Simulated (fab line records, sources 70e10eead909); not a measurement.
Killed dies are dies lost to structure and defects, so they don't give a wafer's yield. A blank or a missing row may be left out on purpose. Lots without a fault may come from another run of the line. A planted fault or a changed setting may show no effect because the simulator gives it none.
Chamber matching | flow nand_harc | NHARC_A_STAIRCASE_ETCHBACK_422 on rie_diel-12: 4 sister chambers
The step etches the open film in CH3F/O2, target depth 40 nm, time 74.286 s. 4 wafers are shown with their chamber, then 8 later ones without.

WAFERS WITH THEIR CHAMBER
wafer  | chamber | showerhead_plenum_p_Torr (Torr)
L085.4 | 1       | 2.63
L084.2 | 3       | 2.39
L084.3 | 0       | 2.53
L088.2 | 2       | 2.32

WAFERS WITHOUT THEIR CHAMBER
wafer  | showerhead_plenum_p_Torr (Torr)
L088.3 | 2.53
L088.6 | 2.62
L089.1 | 2.62
L089.5 | 2.62
L089.6 | 2.53
L095.1 | 2.31
L095.3 | 2.38
L095.4 | 2.61

WHICH CHAMBER EACH WENT THROUGH
wafer  | from the rows above | in truth
L088.3 | 0                   | 0
L088.6 | 1                   | 1
L089.1 | 1                   | 1
L089.5 | 1                   | 1
L089.6 | 0                   | 0
L095.1 | 2                   | 2
L095.3 | 3                   | 3
L095.4 | 1                   | 1
Placed correctly: 8 of 8. Can't be placed from these rows: 0. Placed wrongly: 0.
How it was worked out, from the rows above alone: a wafer's distance from a chamber is the root of the sum, over the readings, of the square of ((its reading less the chamber's mean) divided by the reading's scatter). The wafer belongs to the nearest chamber; if the next one is less than 2 further off, it can't be placed. A chamber's mean is the mean of its shown wafers. The scatter: with one shown wafer a chamber, the root of the mean of the squares of how far each hidden wafer lies from its nearest shown one.
